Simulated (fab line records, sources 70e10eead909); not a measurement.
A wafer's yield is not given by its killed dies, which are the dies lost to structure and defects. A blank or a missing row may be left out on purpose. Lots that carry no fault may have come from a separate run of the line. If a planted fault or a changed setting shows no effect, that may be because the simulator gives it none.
Matching of chambers -- flow nand_harc -- 4 sister chambers for NHARC_A_CHANNEL_HOLE_D1_DESCUM_15 on rie_diel-11
The step chemistry O2, time 3 s. 33 wafers are shown with their chamber, then 12 later ones without.

== WAFERS PAIRED WITH THEIR CHAMBERS ==
wafer,chamber,showerhead_plenum_p_Torr (Torr),drypump_motor_current_A (A),rf_vpp_V (V)
L074.1,0,1.94,5.8,58.6
L074.4,1,1.84,6.7,57.5
L074.6,3,1.80,5.0,57.6
L075.3,3,1.80,5.1,57.1
L075.4,2,1.86,5.2,59.0
L075.5,3,1.80,5.1,57.4
L078.3,0,1.94,5.9,58.8
L078.4,2,1.86,5.2,56.6
L078.6,3,1.80,5.1,56.5
L080.1,0,1.94,5.9,57.9
L080.5,2,1.86,5.2,56.7
L080.6,3,1.79,5.1,55.8
L082.3,2,1.86,5.2,58.7
L082.4,1,1.84,6.7,57.4
L082.6,3,1.79,5.0,56.9
L084.2,3,1.79,5.0,56.1
L084.3,2,1.86,5.2,56.6
L084.5,2,1.86,5.2,57.1
L085.1,3,1.79,5.0,57.9
L085.3,1,1.84,6.7,57.1
L085.4,2,1.86,5.2,58.5
L088.2,3,1.79,5.0,57.8
L088.3,1,1.84,6.7,56.9
L088.6,1,1.84,6.7,57.5
L087.1,2,1.86,5.2,57.4
L087.2,1,1.84,6.7,57.5
L087.4,0,1.94,5.9,57.5
L090.1,0,1.94,5.9,58.0
L090.3,2,1.86,5.2,58.6
L090.5,0,1.94,5.9,58.1
L091.1,0,1.94,5.9,58.7
L091.3,3,1.79,5.0,58.7
L091.6,0,1.94,5.9,58.2

SIGNATURES, as means of the wafers listed above
reading,chamber 0,chamber 1,chamber 2,chamber 3,scatter within a chamber
showerhead_plenum_p_Torr,1.9400,1.8400,1.8600,1.7940,0.00288
drypump_motor_current_A,5.888,6.700,5.200,5.040,0.0336
rf_vpp_V,58.225,57.317,57.689,57.180,0.761
Rule: distance of a wafer from a chamber = root of the sum over the readings of ((wafer's reading minus chamber's mean) / reading's scatter) squared. The wafer belongs to the nearest chamber; if the next one is less than 2 further off, it can't be placed. The scatter: the root of (the sum of the squares of (reading less its chamber's mean) over the shown wafers, divided by (wafers less chambers)).

== WAFERS WITH NO CHAMBER GIVEN ==
wafer,showerhead_plenum_p_Torr (Torr),drypump_motor_current_A (A),rf_vpp_V (V)
L094.1,1.94,5.9,58.1
L094.4,1.83,6.7,56.6
L094.6,1.86,5.2,58.8
L095.1,1.79,5.1,56.3
L095.3,1.83,6.7,57.4
L095.5,1.94,5.9,57.7
L096.3,1.94,5.9,58.5
L096.4,1.83,6.7,57.9
L096.5,1.79,5.0,58.2
L097.1,1.83,6.7,57.9
L097.4,1.86,5.2,57.0
L097.5,1.79,5.1,57.9

== CHAMBER TAKEN BY EACH ==
wafer,from the rows above,in truth
L094.1,0,0
L094.4,1,1
L094.6,2,2
L095.1,3,3
L095.3,1,1
L095.5,0,0
L096.3,0,0
L096.4,1,1
L096.5,3,3
L097.1,1,1
L097.4,2,2
L097.5,3,3
Correct placement for 12 of the 12. Can't be placed from these rows: 0. Number placed wrongly: 0.
